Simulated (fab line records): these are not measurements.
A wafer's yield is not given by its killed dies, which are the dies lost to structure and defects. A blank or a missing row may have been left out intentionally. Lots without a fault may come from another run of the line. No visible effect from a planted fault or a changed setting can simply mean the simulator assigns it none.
fab line records	flow nand_harc
[record] lots = 5	wafers = 15	last_day = 33
route steps=1302 shown A_BLC@1133 A_M0@1137 END@1302
lots with no fault: from the same line, run without faults
start_h: hours from the record's first day to the start of the lot's first wafer shown	wait_h: hours since the lot's step before	" as in the row above	L1.1+2: a single row standing in for several wafers	- value missing, or start not given	* or withheld: withheld	< > ~ a bound
route shown NAME@n: NAME is a module with steps in the file, n the number in the route of the first one	usual: mean/standard deviation of fault-free wafers	same: alike in all rows	chamber/n: place in a boat	sites: readings site by site	_std_site: standard deviation of those values	_edge_site: inner sites' mean taken away from outer sites' mean	radius_mm: how far each site lies from the wafer's centre	mask NAME#n: copy n	behind: tool/chamber where the wafer was last shaped	hold: the reason the lot was held/the length of the hold in hours/how it ended	device: names the non-switching transistor (n, p or np)	end of line: the tests these same wafers got at the end of their route	a step given without rows: its recipe and nothing more	killed: at the first sort, the dies lost to defects and structure; wafer yield is something else	map: per-die view of a wafer (x killed, . not killed, _ where there is no die)
set.NAME: the setting the step ran with; set.NAME@STEP: the setting that earlier step ran with	model.NAME: the simulator's own value behind a step, which no gauge read
lots at some steps of the route; a table a step, a row a wafer
services: when a tool's chamber went out of use (start_h, in hours from the record's first day, below 0 if earlier), for how many hours, and the reason
[[steps]]
[step NHARC_A_BLC_CMP_25]
[recipe] t_overpolish_s = 30	target_thk_nm = 150
[usual] edge_zone_pressure_frac = 1.000/0.0054	motor_current_A = 11.5/1.7	overpolish_run_s = 30.001/0.0083	time_to_endpoint_s = 30.5/2.6
lot.wafer	tool	chamber	start_h	wait_h	edge_zone_pressure_frac	motor_current_A	overpolish_run_s	time_to_endpoint_s
L175.1	cmp-03	3	544.18	0.4	1.001	10.3	30.001	32.1
L175.4	"	0	"	"	0.995	11.5	30.004	33.9
L175.3	"	1	"	"	1.005	12.6	30.014	29.5
L179.2	cmp-03	0	600.49	0.5	1.004	11.8	30.011	34.5
L179.4	"	1	"	"	0.995	11.8	30.005	31.7
L179.5	"	1	"	"	0.998	12.5	29.983	33.4
L189.3	cmp-02	2	683.39	0.4	1.009	14.8	30.004	29.5
L189.2	"	3	"	"	0.999	11.6	30.004	25.6
L189.6	"	0	"	"	1.005	9.9	30.020	28.6
L196.2	cmp-04	3	732.15	0.4	0.993	12.6	30.007	30.4
L196.1	"	0	"	"	0.997	9.5	29.993	32.1
L196.5	"	2	"	"	1.002	11.7	29.998	32.1
L193.3	cmp-03	0	734.04	0.3	1.005	11.4	30.008	34.6
L193.5	"	3	"	"	1.002	10.1	30.000	31.8
L193.6	"	0	"	"	1.002	11.2	30.006	33.1
[step NHARC_A_BLC_SRD_27]
[step NHARC_A_BLC_INSPECT_28]
[usual] raw_defect_count = 508/110
lot.wafer	tool	chamber	start_h	wait_h	raw_defect_count
L175.1	defect_inspect-02	-	544.56	0.1	443
L175.3	"	-	"	"	470
L175.4	"	-	"	"	432
L179.2	defect_inspect-02	-	600.90	0.1	521
L179.4	"	-	"	"	495
L179.5	"	-	"	"	431
L189.2	defect_inspect-02	-	683.74	0.1	586
L189.3	"	-	"	"	383
L189.6	"	-	"	"	332
L196.1	defect_inspect-01	-	732.53	0.1	340
L196.2	"	-	"	"	475
L196.5	"	-	"	"	419
L193.3	defect_inspect-02	-	734.42	0.1	409
L193.5	"	-	"	"	364
L193.6	"	-	"	"	404
[step NHARC_A_M0_DEP_00]
[recipe] target_thk_a = 1500	target_thk_nm = 150	temp_c = withheld	pressure_torr = 5	flow_sccm = 200	rf_w = 600	material = SiOC
[step NHARC_A_M0_DEHYDRATE_01]
[recipe] temp_c = 150	time_s = 120
[step NHARC_A_M0_HMDS_02]
[recipe] time_s = 30
[step NHARC_A_M0_COAT_33]
[recipe] temp_c = 200	time_s = 65
[step NHARC_A_M0_COAT_03]
[recipe] spin_rpm = 1500	resist_thk_nm = 90
[step NHARC_A_M0_SOFTBAKE_04]
[recipe] temp_c = 105	time_s = 55
[step NHARC_A_M0_EBR_05]
[step NHARC_A_M0_EXPOSE_06]
[recipe] na = 1.35	target_cd_nm = 80	dose_mj = 83.25	mask_id = A_M0
[step NHARC_A_M0_PEB_07]
[recipe] peb_temp_c = 100	peb_time_s = 65
lot.wafer	tool	chamber	start_h	wait_h
L175.1+3+4	litho_track-01	0	545.25	0.1
L179.2+4+5	litho_track-01	0	601.60	0.1
L189.2+3+6	litho_track-06	0	684.57	0.1
L196.1+2+5	litho_track-06	0	733.34	0.1
L193.3+5+6	litho_track-04	0	735.12	0.0
[step NHARC_A_M0_DEVELOP_08]
[recipe] develop_time_s = 35	dev_temp_c = 23
[step NHARC_A_M0_CD_MEAS_09]
[recipe] target_cd_nm = 80	landing_energy_ev = 500
[usual] cd_nm = 80.0/0.67
lot.wafer	tool	chamber	start_h	wait_h	cd_nm
L175.1	cd_sem-02	0	545.33	-	80.3
L175.3	"	0	"	"	78.9
L175.4	"	0	"	"	80.3
L179.2	cd_sem-02	0	601.68	-	81.7
L179.4	"	0	"	"	82.9
L179.5	"	0	"	"	80.6
L189.2	cd_sem-02	0	684.65	-	80.0
L189.3	"	0	"	"	80.5
L189.6	"	0	"	"	79.2
L196.1	cd_sem-01	0	733.42	-	79.9
L196.2	"	0	"	"	80.1
L196.5	"	0	"	"	79.7
L193.3	cd_sem-01	0	735.20	-	80.1
L193.5	"	0	"	"	80.4
L193.6	"	0	"	"	80.5
[step NHARC_A_M0_OVL_MEAS_10]
[recipe] pitch_nm = 160
[usual] overlay_x_nm = 0.0/1.1	overlay_y_nm = -0.1/0.81
lot.wafer	tool	chamber	start_h	wait_h	overlay_x_nm	overlay_y_nm
L175.1	overlay-01	-	545.42	-	0.2	0.2
L175.3	"	-	"	"	-0.4	0.6
L175.4	"	-	"	"	0.1	0.0
L179.2	overlay-01	-	601.77	-	1.2	-1.6
L179.4	"	-	"	"	0.6	-1.1
L179.5	"	-	"	"	-0.4	-1.0
L189.2	overlay-02	-	684.73	-	-1.6	-0.1
L189.3	"	-	"	"	-1.7	0.3
L189.6	"	-	"	"	-1.8	0.3
L196.1	overlay-02	-	733.51	-	0.6	0.0
L196.2	"	-	"	"	0.3	0.0
L196.5	"	-	"	"	1.0	0.2
L193.3	overlay-01	-	735.28	-	2.1	-0.6
L193.5	"	-	"	"	2.1	-0.6
L193.6	"	-	"	"	1.9	-0.6
[step NHARC_A_M0_INSPECT_11]
[usual] raw_defect_count = 87/35
lot.wafer	tool	chamber	start_h	wait_h	raw_defect_count
L175.1	defect_inspect-02	-	545.46	0.0	70
L175.3	"	-	"	"	59
L175.4	"	-	"	"	63
L179.2	defect_inspect-02	-	601.81	0.0	120
L179.4	"	-	"	"	106
L179.5	"	-	"	"	111
L189.2	defect_inspect-02	-	684.77	0.0	66
L189.3	"	-	"	"	66
L189.6	"	-	"	"	59
L196.1	defect_inspect-01	-	733.55	0.0	96
L196.2	"	-	"	"	91
L196.5	"	-	"	"	84
L193.3	defect_inspect-01	-	735.32	0.0	33
L193.5	"	-	"	"	42
L193.6	"	-	"	"	38
[step NHARC_A_M0_DESCUM_14]
[recipe] time_s = 3	o2_flow_sccm = 200	ar_flow_sccm = 0	bias_power_w = 0	chemistry = O2
[usual] drypump_motor_current_A = 5.7/0.31	mfc_ar_sccm = 0.015/0.015	oes_product_au = 1.003/0.011	rf_vpp_V = 57.9/0.91	showerhead_plenum_p_Torr = 1.95/0.089	throttle_valve_pct = 11.311/0.0087
lot.wafer	tool	chamber	start_h	wait_h	drypump_motor_current_A	mfc_ar_sccm	oes_product_au	rf_hours_counter_h	rf_vpp_V	showerhead_plenum_p_Torr	throttle_valve_pct	model.A_M0.cd_nm
L175.1	rie_diel-10	2	545.52	0.1	5.6	0.008	0.978	8.5	57.8	1.91	11.303	81.19
L175.3	"	3	"	"	5.6	0	0.996	7.9	58.6	2.06	11.309	78.98
L175.4	"	0	"	"	5.8	0.001	0.994	8.4	58.6	1.99	11.304	80.33
L179.2	rie_diel-12	2	601.87	0.1	5.3	0.045	1.023	7.2	56.6	1.79	11.298	82.46
L179.4	"	3	"	"	5.7	0.023	0.989	8.1	58.8	2.02	11.297	83.77
L179.5	"	1	"	"	5.4	0.030	1.011	-	57.7	2.04	11.306	81.26
L189.2	rie_diel-12	1	684.83	0.1	5.3	0.030	1.015	2.1	57.1	2.04	11.299	79.57
L189.3	"	2	"	"	5.3	0.045	1.014	2.3	56.7	1.79	11.318	80.03
L189.6	"	2	"	"	5.3	0.045	1.016	-	57.0	1.79	11.295	79.73
L196.1	rie_diel-09	0	733.61	0.1	6.4	0	1.010	2.6	57.7	1.96	11.302	79.06
L196.2	"	3	"	"	5.9	0.010	1.021	2.5	58.3	2.02	11.312	80.55
L196.5	"	1	"	"	5.3	0.005	0.998	-	58.8	1.97	11.287	79.33
L193.3	rie_diel-09	3	735.41	0.1	5.9	0.010	1.027	2.6	58.3	2.02	11.319	80.45
L193.5	"	0	"	"	6.4	0	1.008	-	58.7	1.96	11.310	80.21
L193.6	"	1	"	"	5.2	0.005	0.999	-	59.2	1.97	11.317	80.44
[step NHARC_A_M0_ETCH_34]
[recipe] target_depth_a = 400	overetch_a = 120	time_s = 43.94	ion_energy_ev = 200	n2_flow_sccm = 150	h2_flow_sccm = 150	ar_flow_sccm = 0	rf_w = 400	bias_w = 150	chemistry = N2/H2
[usual] drypump_motor_current_A = 5.7/0.31	mfc_ar_sccm = 0.015/0.015	n2_flow_sccm = 150.0/0.48	oes_product_au = 1.002/0.011	rf_vpp_V = 431.5/2.8	showerhead_plenum_p_Torr = 2.08/0.096	throttle_valve_pct = 14.172/0.008
lot.wafer	tool	chamber	start_h	wait_h	drypump_motor_current_A	mfc_ar_sccm	n2_flow_sccm	oes_product_au	rf_hours_counter_h	rf_vpp_V	showerhead_plenum_p_Torr	throttle_valve_pct
L175.4	rie_diel-10	0	545.60	0.1	5.8	0.001	150.1	0.983	8.4	432.3	2.13	14.168
L175.1	"	2	"	"	5.6	0.008	150.9	0.983	8.5	430.6	2.04	14.172
L175.3	"	3	"	"	5.6	0	150.6	0.982	7.9	434.7	2.20	14.171
L179.4	rie_diel-12	0	601.95	0.1	5.9	0	150.0	1.009	9.6	429.1	1.95	14.168
L179.2	"	2	"	"	5.3	0.045	150.7	1.015	7.2	425.4	1.90	14.168
L179.5	"	0	"	"	5.9	0	151.1	1.012	-	428.2	1.95	14.168
L189.2	rie_diel-12	2	684.93	0.1	5.4	0.045	150.2	1.019	2.3	426.2	1.90	14.174
L189.3	"	3	"	"	5.7	0.023	150.2	0.999	2.4	433.1	2.16	14.172
L189.6	"	1	"	"	5.4	0.030	149.6	1.010	-	435.6	2.18	14.180
L196.2	rie_diel-09	2	733.69	0.1	6.2	0.016	149.5	0.998	1.4	433.4	2.14	14.168
L196.1	"	3	"	"	5.9	0.010	149.8	1.017	2.5	434.0	2.16	14.157
L196.5	"	3	"	"	5.9	0.010	150.5	1.023	-	431.8	2.16	14.170
L193.3	rie_diel-09	1	735.48	0.1	5.3	0.005	149.7	0.983	2.5	431.6	2.10	14.162
L193.5	"	2	"	"	6.2	0.016	149.3	1.002	-	432.7	2.14	14.162
L193.6	"	3	"	"	5.9	0.010	150.1	1.021	-	432.8	2.16	14.183
[step NHARC_A_M0_ETCH_15]
[recipe] target_depth_a = 1500	overetch_a = 150	time_s = 82.5	c4f8_flow_sccm = withheld	ar_flow_sccm = 400	rf_w = 600	bias_w = 300	chemistry = C4F8/Ar
[usual] oes_product_au = 0.953/0.023	rf_vpp_V = 441.9/2.9
lot.wafer	tool	chamber	start_h	wait_h	oes_product_au	rf_hours_counter_h	rf_vpp_V	model.A_M0.cd_nm
L175.4	rie_diel-10	2	-	-	0.954	8.5	441.3	80.41
L175.3	"	3	"	"	0.960	7.9	445.8	79.16
L175.1	"	0	"	"	0.962	8.4	442.5	81.45
L179.2	rie_diel-12	3	-	-	0.918	8.2	443.1	82.49
L179.4	"	0	"	"	0.928	9.6	436.8	83.67
L179.5	"	3	"	"	0.922	-	445.3	80.94
L189.2	rie_diel-12	2	-	-	0.977	2.3	435.5	79.08
L189.3	"	3	"	"	0.954	2.4	444.6	79.94
L189.6	"	1	"	"	0.972	-	445.4	78.99
L196.2	rie_diel-09	1	-	-	0.928	2.4	443.3	80.41
L196.1	"	2	"	"	0.931	1.4	442.7	78.97
L196.5	"	0	"	"	0.942	-	442.7	78.98
L193.3	rie_diel-09	0	-	-	0.967	2.7	442.3	80.51
L193.5	"	2	"	"	0.970	-	443.4	80.12
L193.6	"	3	"	"	0.993	-	442.8	80.28
[step NHARC_A_M0_CD_MEAS_16]
[usual] cd_nm = 80.0/0.87
lot.wafer	tool	chamber	start_h	wait_h	cd_nm
L175.1	cd_sem-03	-	545.82	-	81.0
L175.3	"	-	"	"	79.5
L175.4	"	-	"	"	80.3
L179.2	cd_sem-01	-	602.17	-	82.5
L179.4	"	-	"	"	83.7
L179.5	"	-	"	"	80.9
L189.2	cd_sem-02	-	685.13	-	79.2
L189.3	"	-	"	"	80.3
L189.6	"	-	"	"	79.0
L196.1	cd_sem-01	-	733.92	-	79.1
L196.2	"	-	"	"	80.5
L196.5	"	-	"	"	79.1
L193.3	cd_sem-02	-	735.68	-	80.6
L193.5	"	-	"	"	80.1
L193.6	"	-	"	"	80.2
[step NHARC_END_SORT_01]
[recipe] temp_c = 25
[usual] defect_limited_yield = 90/3.1	killed_at_array = 62/20	killed_at_other = 0.8/1.1	killed_at_periphery = 3.5/2.4	killed_dies = 66/21	killed_open = 3.5/1.9	killed_short = 2.5/1.7
[same] gross_dies = 677
lot.wafer	tool	chamber	start_h	wait_h	defect_limited_yield[%]	killed_at_array	killed_at_other	killed_at_periphery	killed_dies	killed_open	killed_short
L175.1	prober-01	0	587.99	2.5	92	52	0	1	53	3	4
L175.3	prober-01	0	589.60	3.1	93	46	1	3	50	6	1
L175.4	prober-01	0	590.41	3.4	93	46	0	4	50	6	4
L189.2	prober-01	0	721.34	2.8	92	48	0	8	56	3	5
L189.3	prober-01	0	722.14	3.1	92	45	2	10	57	4	3
L189.6	prober-01	0	724.53	4.0	92	43	0	8	51	4	2
// killed by level:class
L175.1 A_CHANNEL_HOLE_D2:chamber_film_flake=36 A_STAIRCASE:chamber_film_flake=3 A_SGD_CUT:chamber_film_flake=3 A_ONON_D1:geometric_particle:open=2 A_WL_FILL:geometric_particle:short=2 A_CHANNEL_HOLE_D1:chamber_film_flake=2 P_STI:geometric_particle:short=1 A_CHANNEL_FILL_D2:geometric_particle:open=1
L175.3 A_CHANNEL_HOLE_D2:chamber_film_flake=27 A_SGD_CUT:chamber_film_flake=4 A_CHANNEL_HOLE_D1:chamber_film_flake=3 A_CONTACT:chamber_film_flake=3 P_M0:geometric_particle:open=2 A_M0:geometric_particle:open=2 A_STAIRCASE:chamber_film_flake=2 P_STI:geometric_particle:short=1
L175.4 A_CHANNEL_HOLE_D2:chamber_film_flake=34 A_SGD_CUT:chamber_film_flake=3 A_WL_FILL:geometric_particle:open=2 P_STI:geometric_particle:short=1 P_M1:geometric_particle:short=1 P_M1:geometric_particle:open=1 A_ONON_D1:geometric_particle:open=1 A_DECK1_JOINT:geometric_particle:open=1
L189.2 A_CHANNEL_HOLE_D1:chamber_film_flake=34 P_GATE:chamber_film_flake=4 P_STI:chamber_film_flake=3 A_CONTACT:chamber_film_flake=3 A_WL_FILL:geometric_particle:short=2 A_M0:geometric_particle:open=2 P_M0:geometric_particle:open=1 A_CHANNEL_HOLE_D2:geometric_particle:short=1
L189.3 A_CHANNEL_HOLE_D1:chamber_film_flake=29 P_GATE:chamber_film_flake=9 A_SLIT:chamber_film_flake=4 A_CHANNEL_HOLE_D2:chamber_film_flake=3 A_DECK1_JOINT:geometric_particle:open=2 THIN_TSV:chamber_film_flake=2 A_ONON_D2:geometric_particle:short=1 A_ONON_D2:geometric_particle:open=1
L189.6 A_CHANNEL_HOLE_D1:chamber_film_flake=33 P_ZERO_WELL:chamber_film_flake=3 A_CONTACT:chamber_film_flake=3 P_GATE:chamber_film_flake=2 P_M1:geometric_particle:open=1 P_M2:geometric_particle:open=1 A_CHANNEL_FILL_D1:geometric_particle:short=1 A_CHANNEL_FILL_D1:geometric_particle:open=1
[[services]]
tool	chamber	start_h	hours	kind
cmp-02	-	527.37	4.0	pm
litho_track-06	-	529.00	7.0	pm
rie_diel-12	2	546.05	4.6	repair
litho_track-04	-	553.00	7.0	pm
cmp-03	-	563.18	4.0	pm
rie_diel-12	-	566.82	0.9	repair
cmp-04	-	568.16	3.7	repair
cmp-04	-	587.82	0.7	repair
rie_diel-10	-	596.52	9.0	pm
cmp-04	-	600.09	3.3	repair
cmp-04	-	609.63	3.2	repair
cmp-03	-	610.13	2.1	repair
rie_diel-12	3	614.54	14.1	repair
rie_diel-12	-	622.41	9.0	pm
cmp-02	-	625.37	4.0	pm
cmp-04	-	634.76	3.3	repair
cmp-04	-	638.23	0.3	repair
rie_diel-12	1	648.93	7.2	repair
cmp-03	-	661.18	4.0	pm
rie_diel-09	-	674.18	9.0	pm
litho_track-01	-	680.00	7.0	pm
rie_diel-09	2	694.48	4.7	repair
rie_diel-09	-	703.67	0.4	repair
litho_track-06	-	704.00	7.0	pm
[[key]]
[first_sign] step = NHARC_A_M0_CD_MEAS_09	reading = cd_nm	direction = up	sigmas = 2.6	usual = 80.0	struck = 81.7
[effect] step = NHARC_A_M0_CD_MEAS_16	reading = cd_nm	direction = up	sigmas = 2.7	usual = 80.0	struck = 82.4
[model_effect] step = NHARC_A_M0_DESCUM_14	value = A_M0.cd_nm	without = 80.47	struck = 82.49
[model_effect] step = NHARC_A_M0_ETCH_15	value = A_M0.cd_nm	without = 80.34	struck = 82.37
met_at NHARC_A_M0_PEB_07
struck_wafers L179.2,L179.4,L179.5
onset_between 545.25 601.60
[fault] kind = process_parameter_drift	tool = litho_track-01	chamber = -	onset_h = 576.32	steps = NHARC_A_M0_PEB_07	channel = peb_time_s	offset = *	shape = step	end_h = 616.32	acts_in = *	stated = *
